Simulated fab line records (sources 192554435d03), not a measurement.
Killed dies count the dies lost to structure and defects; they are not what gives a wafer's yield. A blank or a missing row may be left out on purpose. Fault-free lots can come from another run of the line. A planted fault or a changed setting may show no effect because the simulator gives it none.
Which tool did it? | flow n5 finfet | 21 lots, 63 wafers sampled, at 6 steps of a route of 1938

## WHAT EACH GAUGE READ, for each wafer
No reading from a measuring or inspecting step in the record can be judged against a usual standard deviation.

## WHAT TOOL EACH LOT RAN ON (gives the tool, then ch and the chambers of the sampled wafers, and finally the start)
lot  | N5_BEOL_M7_DESCUM_33               | N5_BEOL_M7_TRENCH_ETCH_37                     | N5_BEOL_M7_CURE_75            | N5_BEOL_M8_TRENCH_ETCH_37                     | N5_BEOL_M9_PECVD_70             | N5_BEOL_M9_ETCH_65
L074 | rie diel-03 ch 1,2,3, day 9 01:26  | rie diel-03 ch 1,2,3, day 9 02:17 or earlier  | uv cure-02 ch 2, day 9 02:17  | rie diel-05 ch 2,3, day 9 12:46 or earlier    | pecvd-04 ch 0,1, day 9 12:46    | rie diel-04 ch 1,2,3, day 9 17:10
L075 | rie diel-03 ch 0,1,2, day 9 08:23  | rie diel-03 ch 0,1,2, day 9 09:49 or earlier  | uv cure-03 ch 2, day 9 09:49  | rie diel-02 ch 0,2,3, day 9 23:25 or earlier  | pecvd-04 ch 1, day 9 23:25      | rie diel-03 ch 1,2,3, day 10 12:03
L079 | rie diel-03 ch 0,2, day 10 08:08   | rie diel-03 ch 0,2, day 10 08:45 or earlier   | uv cure-03 ch 1, day 10 08:45 | rie diel-06 ch 0,1,2, day 10 21:56 or earlier | pecvd-04 ch 0,2, day 10 21:56   | rie diel-03 ch 2,3, day 10 23:44
L077 | rie diel-04 ch 0,2, day 10 10:56   | rie diel-04 ch 0,2, day 10 11:34 or earlier   | uv cure-01 ch 0, day 10 11:34 | rie diel-06 ch 0,1,2, day 11 00:33 or earlier | pecvd-04 ch 1,2, day 11 00:33   | rie diel-03 ch 1,2, day 11 02:41
L078 | rie diel-04 ch 0,1,2, day 10 11:25 | rie diel-04 ch 0,1,2, day 10 12:02 or earlier | uv cure-03 ch 1, day 10 12:02 | rie diel-05 ch 0,2,3, day 11 01:20 or earlier | pecvd-03 ch 0,1,2, day 11 01:20 | rie diel-01 ch 1,2, day 11 04:48
L080 | rie diel-03 ch 0,2,3, day 10 17:11 | rie diel-03 ch 0,2,3, day 10 17:48 or earlier | uv cure-03 ch 0, day 10 17:48 | rie diel-06 ch 0,1,3, day 11 05:26 or earlier | pecvd-04 ch 0,2, day 11 05:26   | rie diel-01 ch 1,3, day 11 11:21
L081 | rie diel-03 ch 0,1,3, day 11 04:44 | rie diel-03 ch 0,1,3, day 11 05:22 or earlier | uv cure-03 ch 0, day 11 05:22 | rie diel-02 ch 0,1,2, day 11 17:47 or earlier | pecvd-04 ch 1,2, day 11 17:47   | rie diel-04 ch 0,1,3, day 11 20:10
L082 | rie diel-03 ch 1,2, day 11 11:22   | rie diel-03 ch 1,2, day 11 12:00 or earlier   | uv cure-02 ch 2, day 11 12:00 | rie diel-02 ch 1,2,3, day 11 22:44 or earlier | pecvd-03 ch 0,1,2, day 11 22:44 | rie diel-04 ch 1,2, day 12 03:58
L083 | rie diel-03 ch 0,1,3, day 11 18:11 | rie diel-03 ch 0,1,3, day 11 18:58 or earlier | uv cure-01 ch 2, day 11 18:58 | rie diel-05 ch 0,2,3, day 12 09:34 or earlier | pecvd-03 ch 0,1,2, day 12 09:34 | rie diel-01 ch 0,2,3, day 12 14:15
L084 | rie diel-01 ch 0,3, day 12 04:38   | rie diel-01 ch 0,3, day 12 05:18 or earlier   | uv cure-01 ch 2, day 12 05:18 | rie diel-05 ch 2,3, day 12 18:48 or earlier   | pecvd-04 ch 0,1,2, day 12 18:48 | rie diel-01 ch 0,2, day 12 21:29
L086 | rie diel-03 ch 0,1,2, day 12 06:50 | rie diel-03 ch 0,1,2, day 12 07:27 or earlier | uv cure-02 ch 2, day 12 07:27 | rie diel-02 ch 0,2,3, day 12 20:20 or earlier | pecvd-01 ch 0,1,2, day 12 20:20 | rie diel-01 ch 0,1,2, day 12 23:56
L087 | rie diel-03 ch 0,2,3, day 12 14:17 | rie diel-03 ch 0,2,3, day 12 15:22 or earlier | uv cure-02 ch 2, day 12 15:22 | rie diel-05 ch 0,1, day 13 03:59 or earlier   | pecvd-04 ch 1,2, day 13 03:59   | rie diel-03 ch 0,2, day 13 08:06
L088 | rie diel-04 ch 1,2,3, day 12 14:43 | rie diel-04 ch 1,2,3, day 12 15:44 or earlier | uv cure-01 ch 1, day 12 15:44 | rie diel-06 ch 0,1,2, day 13 04:40 or earlier | pecvd-01 ch 0,1,2, day 13 04:40 | rie diel-03 ch 1,2,3, day 13 07:41
L090 | rie diel-01 ch 0,2,3, day 13 10:07 | rie diel-01 ch 0,2,3, day 13 10:57 or earlier | uv cure-01 ch 2, day 13 10:57 | rie diel-05 ch 1,2,3, day 13 23:00 or earlier | pecvd-04 ch 0,2, day 13 23:00   | rie diel-03 ch 2,3, day 14 03:10
L089 | rie diel-01 ch 0,1,3, day 13 10:34 | rie diel-01 ch 0,1,3, day 13 11:21 or earlier | uv cure-03 ch 0, day 13 11:21 | rie diel-06 ch 1,2,3, day 13 22:10 or earlier | pecvd-04 ch 1,2, day 13 22:10   | rie diel-04 ch 0,1, day 14 00:49
L091 | rie diel-03 ch 1,2, day 13 14:50   | rie diel-03 ch 1,2, day 13 15:33 or earlier   | uv cure-01 ch 2, day 13 15:33 | rie diel-05 ch 2,3, day 14 04:39 or earlier   | pecvd-04 ch 0,1, day 14 04:39   | rie diel-04 ch 0,2, day 14 11:51
L092 | rie diel-03 ch 1,2, day 13 18:03   | rie diel-03 ch 1,2, day 13 18:47 or earlier   | uv cure-01 ch 0, day 13 18:47 | rie diel-06 ch 1,2, day 14 04:48 or earlier   | pecvd-01 ch 1,2, day 14 04:48   | rie diel-04 ch 1,2,3, day 14 11:25
L093 | rie diel-04 ch 0,2, day 14 01:11   | rie diel-04 ch 0,2, day 14 01:49 or earlier   | uv cure-01 ch 2, day 14 01:49 | rie diel-06 ch 0,1,2, day 14 15:04 or earlier | pecvd-04 ch 0,1, day 14 15:04   | rie diel-01 ch 0,2, day 14 18:14
L094 | rie diel-01 ch 0,1,3, day 14 03:07 | rie diel-01 ch 0,1,3, day 14 03:45 or earlier | uv cure-03 ch 2, day 14 03:45 | rie diel-02 ch 1,2,3, day 14 18:36 or earlier | pecvd-04 ch 1,2, day 14 18:36   | rie diel-01 ch 0,1,3, day 14 21:20
L095 | rie diel-04 ch 0,1,3, day 14 18:34 | rie diel-04 ch 0,1,3, day 14 19:18 or earlier | uv cure-02 ch 0, day 14 19:18 | rie diel-05 ch 0,1,2, day 15 08:28 or earlier | pecvd-01 ch 0,1,2, day 15 08:28 | rie diel-03 ch 0,1,3, day 15 13:31
L096 | rie diel-01 ch 1,2,3, day 14 18:37 | rie diel-01 ch 1,2,3, day 14 19:20 or earlier | uv cure-01 ch 2, day 14 19:20 | rie diel-05 ch 0,1,2, day 15 06:56 or earlier | pecvd-03 ch 0,2, day 15 06:56   | rie diel-01 ch 1,3, day 15 11:12
- N5_BEOL_M7_DESCUM_33: chemistry O2, time 7 s.
- N5_BEOL_M7_TRENCH_ETCH_37: etches SiCOH lowk in C4F6/O2, target depth 93.478 nm, time 31.2 s.
- N5_BEOL_M7_CURE_75: cures SiCOH lowk, time 120 s.
- N5_BEOL_M8_TRENCH_ETCH_37: etches SiCOH lowk in C4F6/O2, target depth 93.478 nm, time 31.2 s.
- N5_BEOL_M9_PECVD_70: deposits SiO2 from TEOS/O2, target thk 20 nm, time 22.7 s.
- N5_BEOL_M9_ETCH_65: etches SiARC in CF4, target depth 15.6 nm, time 26 s.

## WHAT THE TOOLS THEMSELVES READ (means of the sampled wafers that have a number; where no wafer has one, the mark that the record gives instead)
N5_BEOL_M7_DESCUM_33. Usual: drypump motor current A 5.8 A, standard deviation 0.57; oes product au 0.79 a.u., standard deviation 0.09; rf vpp V 243.5 V, standard deviation 1.6; showerhead plenum p Torr 2.11 Torr, standard deviation 0.084; throttle valve pct 20.39 %, standard deviation 0.17.
lot  | tool        | drypump motor current A (A) | oes product au (a.u.) | rf vpp V (V) | showerhead plenum p Torr (Torr) | throttle valve pct (%) | flag
L074 | rie diel-03 | 6.0                         | 0.80                  | 244.5        | 2.17                            | 20.40                  |
L075 | rie diel-03 | 5.6                         | 0.73                  | 243.5        | 2.09                            | 20.47                  |
L079 | rie diel-03 | 5.2                         | 0.73                  | 242.4        | 2.02                            | 20.37                  |
L077 | rie diel-04 | 5.6                         | 0.73                  | 244.6        | 2.13                            | 20.58                  |
L078 | rie diel-04 | 5.6                         | 0.79                  | 243.6        | 2.12                            | 20.50                  |
L080 | rie diel-03 | 5.7                         | 0.78                  | 243.3        | 2.10                            | 20.33                  |
L081 | rie diel-03 | 5.9                         | 0.77                  | 243.2        | 2.14                            | 20.35                  |
L082 | rie diel-03 | 5.9                         | 0.72                  | 244.1        | 2.15                            | 20.58                  |
L083 | rie diel-03 | 5.9                         | 0.77                  | 244.3        | 2.14                            | 20.36                  |
L084 | rie diel-01 | 5.9                         | 0.84                  | 244.7        | 2.14                            | 20.21                  |
L086 | rie diel-03 | 5.6                         | 0.71                  | 242.9        | 2.08                            | 20.48                  |
L087 | rie diel-03 | 5.7                         | 0.75                  | 242.7        | 2.10                            | 20.35                  |
L088 | rie diel-04 | 6.1                         | 0.84                  | 241.9        | 2.05                            | 20.28                  |
L090 | rie diel-01 | 6.2                         | 0.84                  | 243.4        | 2.09                            | 20.32                  |
L089 | rie diel-01 | 5.6                         | 0.83                  | 244.0        | 2.11                            | 20.28                  |
L091 | rie diel-03 | 5.7                         | 0.70                  | 242.9        | 2.10                            | 20.58                  |
L092 | rie diel-03 | 5.7                         | 0.70                  | 243.2        | 2.10                            | 20.59                  |
L093 | rie diel-04 | 5.9                         | 0.87                  | 243.0        | 2.09                            | 20.40                  |
L094 | rie diel-01 | 5.6                         | 0.83                  | 243.8        | 2.11                            | 20.28                  |
L095 | rie diel-04 | 5.8                         | 0.84                  | 243.9        | 2.17                            | 20.31                  |
L096 | rie diel-01 | 5.8                         | 0.83                  | 242.6        | 2.06                            | 20.38                  |

N5_BEOL_M7_TRENCH_ETCH_37. Usual: drypump motor current A 5.8 A, standard deviation 0.57; oes product au 0.79 a.u., standard deviation 0.091; rf vpp V 667 V, standard deviation 7.8; showerhead plenum p Torr 2.87 Torr, standard deviation 0.11; throttle valve pct 20.89 %, standard deviation 0.18.
lot  | tool        | drypump motor current A (A) | oes product au (a.u.) | rf vpp V (V) | showerhead plenum p Torr (Torr) | throttle valve pct (%) | flag
L074 | rie diel-03 | 6.0                         | 0.80                  | 673          | 2.94                            | 20.88                  |
L075 | rie diel-03 | 5.6                         | 0.73                  | 666          | 2.84                            | 20.95                  |
L079 | rie diel-03 | 5.2                         | 0.72                  | 659          | 2.76                            | 20.89                  |
L077 | rie diel-04 | 5.6                         | 0.73                  | 661          | 2.91                            | 21.13                  |
L078 | rie diel-04 | 5.6                         | 0.79                  | 664          | 2.89                            | 21.05                  |
L080 | rie diel-03 | 5.7                         | 0.77                  | 666          | 2.86                            | 20.84                  |
L081 | rie diel-03 | 5.9                         | 0.77                  | 670          | 2.90                            | 20.80                  |
L082 | rie diel-03 | 5.9                         | 0.71                  | 673          | 2.91                            | 21.04                  |
L083 | rie diel-03 | 5.9                         | 0.76                  | 670          | 2.90                            | 20.81                  |
L084 | rie diel-01 | 6.0                         | 0.85                  | 663          | 2.91                            | 20.70                  |
L086 | rie diel-03 | 5.6                         | 0.71                  | 665          | 2.83                            | 20.98                  |
L087 | rie diel-03 | 5.7                         | 0.76                  | 666          | 2.85                            | 20.85                  |
L088 | rie diel-04 | 6.1                         | 0.84                  | 663          | 2.80                            | 20.81                  |
L090 | rie diel-01 | 6.2                         | 0.83                  | 666          | 2.84                            | 20.80                  |
L089 | rie diel-01 | 5.6                         | 0.83                  | 667          | 2.88                            | 20.80                  |
L091 | rie diel-03 | 5.7                         | 0.71                  | 667          | 2.86                            | 21.09                  |
L092 | rie diel-03 | 5.7                         | 0.71                  | 668          | 2.86                            | 21.10                  |
L093 | rie diel-04 | 5.9                         | 0.87                  | 662          | 2.84                            | 20.89                  |
L094 | rie diel-01 | 5.6                         | 0.83                  | 667          | 2.87                            | 20.81                  |
L095 | rie diel-04 | 5.8                         | 0.86                  | 664          | 2.96                            | 20.88                  |
L096 | rie diel-01 | 5.8                         | 0.83                  | 668          | 2.80                            | 20.91                  |

N5_BEOL_M7_CURE_75. Usual: lamp power pct 52.31 %, standard deviation 0.055; wafer_temp_C_max 371.4, standard deviation 0.41.
lot  | tool       | lamp power pct (%) | wafer_temp_C_max | flag
L074 | uv cure-02 | 52.34              | 371.4            |
L075 | uv cure-03 | 52.28              | 371.0            |
L079 | uv cure-03 | 52.33              | 371.3            |
L077 | uv cure-01 | 52.32              | 372.2            |
L078 | uv cure-03 | 52.28              | 371.0            |
L080 | uv cure-03 | 52.34              | 371.5            |
L081 | uv cure-03 | 52.35              | 371.9            |
L082 | uv cure-02 | 52.32              | 371.2            |
L083 | uv cure-01 | 52.37              | 371.4            |
L084 | uv cure-01 | 52.30              | 371.1            |
L086 | uv cure-02 | 52.31              | 371.1            |
L087 | uv cure-02 | 52.30              | 371.2            |
L088 | uv cure-01 | 52.32              | 371.3            |
L090 | uv cure-01 | 52.30              | 371.9            |
L089 | uv cure-03 | 52.32              | 371.7            |
L091 | uv cure-01 | 52.31              | 371.7            |
L092 | uv cure-01 | 52.27              | 372.3            |
L093 | uv cure-01 | 52.24              | 370.9            |
L094 | uv cure-03 | 52.33              | 371.4            |
L095 | uv cure-02 | 52.35              | 371.1            |
L096 | uv cure-01 | 52.33              | 371.3            |

N5_BEOL_M8_TRENCH_ETCH_37. Usual: drypump motor current A 5.7 A, standard deviation 0.49; oes product au 0.79 a.u., standard deviation 0.084; rf vpp V 670 V, standard deviation 6.9; showerhead plenum p Torr 2.88 Torr, standard deviation 0.1; throttle valve pct 20.89 %, standard deviation 0.24.
lot  | tool        | drypump motor current A (A) | oes product au (a.u.) | rf vpp V (V) | showerhead plenum p Torr (Torr) | throttle valve pct (%) | flag
L074 | rie diel-05 | 5.1                         | 0.76                  | 671          | 2.96                            | 20.89                  |
L075 | rie diel-02 | 6.0                         | 0.71                  | 673          | 2.85                            | 20.83                  |
L079 | rie diel-06 | 5.6                         | 0.77                  | 665          | 2.84                            | 21.23                  |
L077 | rie diel-06 | 5.6                         | 0.77                  | 664          | 2.84                            | 21.22                  |
L078 | rie diel-05 | 5.4                         | 0.80                  | 667          | 2.90                            | 20.76                  |
L080 | rie diel-06 | 5.8                         | 0.81                  | 668          | 2.94                            | 21.08                  |
L081 | rie diel-02 | 6.3                         | 0.74                  | 673          | 2.90                            | 20.73                  |
L082 | rie diel-02 | 6.1                         | 0.81                  | 672          | 2.89                            | 20.68                  |
L083 | rie diel-05 | 5.4                         | 0.79                  | 667          | 2.90                            | 20.77                  |
L084 | rie diel-05 | 5.1                         | 0.73                  | 671          | 2.95                            | 20.93                  |
L086 | rie diel-02 | 6.0                         | 0.77                  | 673          | 2.84                            | 20.73                  |
L087 | rie diel-05 | 5.6                         | 0.84                  | 669          | 2.80                            | 20.78                  |
L088 | rie diel-06 | 5.6                         | 0.84                  | 665          | 2.83                            | 21.13                  |
L090 | rie diel-05 | 5.2                         | 0.76                  | 674          | 2.93                            | 21.01                  |
L089 | rie diel-06 | 5.6                         | 0.79                  | 672          | 2.90                            | 21.10                  |
L091 | rie diel-05 | 5.3                         | 0.77                  | 670          | 2.97                            | 20.88                  |
L092 | rie diel-06 | 5.3                         | 0.74                  | 667          | 2.79                            | 21.27                  |
L093 | rie diel-06 | 5.6                         | 0.81                  | 665          | 2.82                            | 21.14                  |
L094 | rie diel-02 | 6.0                         | 0.79                  | 672          | 2.88                            | 20.72                  |
L095 | rie diel-05 | 5.6                         | 0.79                  | 672          | 2.87                            | 20.88                  |
L096 | rie diel-05 | 5.5                         | 0.80                  | 671          | 2.87                            | 20.89                  |

N5_BEOL_M9_PECVD_70. Usual: chamber pressure Torr 5.500 Torr, standard deviation 0.012; heater power w 796 W, standard deviation 130; showerhead plenum p Torr 8.79 Torr, standard deviation 0.05; throttle valve pct 21.8 %, standard deviation 1.5.
lot  | tool     | chamber pressure Torr (Torr) | heater power w (W) | showerhead plenum p Torr (Torr) | throttle valve pct (%) | flag
L074 | pecvd-04 | 5.508                        | 924                | 8.75                            | 21.3                   |
L075 | pecvd-04 | 5.489                        | 1016               | 8.72                            | 21.8                   |
L079 | pecvd-04 | 5.500                        | 837                | 8.80                            | 20.5                   |
L077 | pecvd-04 | 5.517                        | 870                | 8.73                            | 21.2                   |
L078 | pecvd-03 | 5.501                        | 695                | 8.78                            | 23.8                   |
L080 | pecvd-04 | 5.505                        | 870                | 8.79                            | 20.7                   |
L081 | pecvd-04 | 5.506                        | 915                | 8.73                            | 21.2                   |
L082 | pecvd-03 | 5.498                        | 727                | 8.79                            | 23.8                   |
L083 | pecvd-03 | 5.503                        | 711                | 8.77                            | 23.8                   |
L084 | pecvd-04 | 5.503                        | 824                | 8.78                            | 21.0                   |
L086 | pecvd-01 | 5.492                        | 686                | 8.80                            | 22.5                   |
L087 | pecvd-04 | 5.482                        | 843                | 8.76                            | 21.0                   |
L088 | pecvd-01 | 5.503                        | 700                | 8.81                            | 22.3                   |
L090 | pecvd-04 | 5.494                        | 892                | 8.81                            | 20.8                   |
L089 | pecvd-04 | 5.500                        | 902                | 8.74                            | 21.3                   |
L091 | pecvd-04 | 5.490                        | 945                | 8.76                            | 21.2                   |
L092 | pecvd-01 | 5.493                        | 618                | 8.79                            | 21.2                   |
L093 | pecvd-04 | 5.498                        | 940                | 8.77                            | 21.3                   |
L094 | pecvd-04 | 5.506                        | 892                | 8.75                            | 21.1                   |
L095 | pecvd-01 | 5.495                        | 670                | 8.81                            | 22.6                   |
L096 | pecvd-03 | 5.504                        | 730                | 8.79                            | 23.3                   |

N5_BEOL_M9_ETCH_65. Usual: drypump motor current A 5.8 A, standard deviation 0.63; etch rf on time s 25.7 s, standard deviation 0.41; oes product au 0.70 a.u., standard deviation 0.082; rf vpp V 184.2 V, standard deviation 1.2; showerhead plenum p Torr 2.16 Torr, standard deviation 0.077; throttle valve pct 15.55 %, standard deviation 0.18.
lot  | tool        | drypump motor current A (A) | etch rf on time s (s) | oes product au (a.u.) | rf vpp V (V) | showerhead plenum p Torr (Torr) | throttle valve pct (%) | flag
L074 | rie diel-04 | 6.1                         | 25.7                  | 0.66                  | 184.6        | 2.11                            | 15.61                  |
L075 | rie diel-03 | 6.0                         | 26.0                  | 0.67                  | 184.9        | 2.21                            | 15.59                  |
L079 | rie diel-03 | 6.1                         | 26.0                  | 0.70                  | 184.5        | 2.22                            | 15.44                  |
L077 | rie diel-03 | 5.7                         | 26.0                  | 0.61                  | 183.9        | 2.16                            | 15.79                  |
L078 | rie diel-01 | 5.3                         | 25.4                  | 0.79                  | 184.5        | 2.16                            | 15.50                  |
L080 | rie diel-01 | 5.2                         | 25.4                  | 0.74                  | 184.4        | 2.15                            | 15.50                  |
L081 | rie diel-04 | 5.9                         | 25.7                  | 0.66                  | 183.7        | 2.15                            | 15.64                  |
L082 | rie diel-04 | 5.6                         | 25.6                  | 0.79                  | 184.6        | 2.16                            | 15.45                  |
L083 | rie diel-01 | 6.2                         | 25.4                  | 0.73                  | 185.0        | 2.14                            | 15.46                  |
L084 | rie diel-01 | 6.3                         | 25.1                  | 0.77                  | 184.2        | 2.15                            | 15.48                  |
L086 | rie diel-01 | 5.7                         | 25.6                  | 0.77                  | 185.0        | 2.18                            | 15.48                  |
L087 | rie diel-03 | 5.2                         | 25.8                  | 0.60                  | 183.2        | 2.07                            | 15.68                  |
L088 | rie diel-03 | 6.0                         | 26.3                  | 0.64                  | 184.7        | 2.20                            | 15.65                  |
L090 | rie diel-03 | 5.8                         | 26.0                  | 0.63                  | 183.0        | 2.17                            | 15.68                  |
L089 | rie diel-04 | 5.4                         | 26.0                  | 0.66                  | 184.9        | 2.20                            | 15.75                  |
L091 | rie diel-04 | 5.8                         | 25.8                  | 0.74                  | 183.8        | 2.14                            | 15.57                  |
L092 | rie diel-04 | 6.1                         | 25.2                  | 0.80                  | 184.1        | 2.19                            | 15.36                  |
L093 | rie diel-01 | 6.3                         | 25.2                  | 0.75                  | 184.3        | 2.14                            | 15.51                  |
L094 | rie diel-01 | 5.6                         | 25.5                  | 0.70                  | 184.2        | 2.16                            | 15.49                  |
L095 | rie diel-03 | 5.9                         | 25.9                  | 0.63                  | 184.4        | 2.17                            | 15.59                  |
L096 | rie diel-01 | 5.2                         | 25.4                  | 0.71                  | 183.9        | 2.14                            | 15.55                  |

## THE ANSWER, worked out from the rows above alone
Rule: take the mean of a lot's wafers that have a number; if it is more than 3 standard deviations from the usual mean, the lot is off. A lot without any number at a reading at which 4 lots or more have one is off too. All remaining lots with rows at the step are treated as sound. After the gauges, taken in route order, come the tools' own readings; for these a lot's mean is taken, as printed above. At the first step where some lot is off, the reading lying furthest off is the one used; lots without a number count as furthest.
No lot is off on any of the readings shown, so nothing can be concluded from this.

## WHAT HAD BEEN PUT IN BY THE SIMULATOR
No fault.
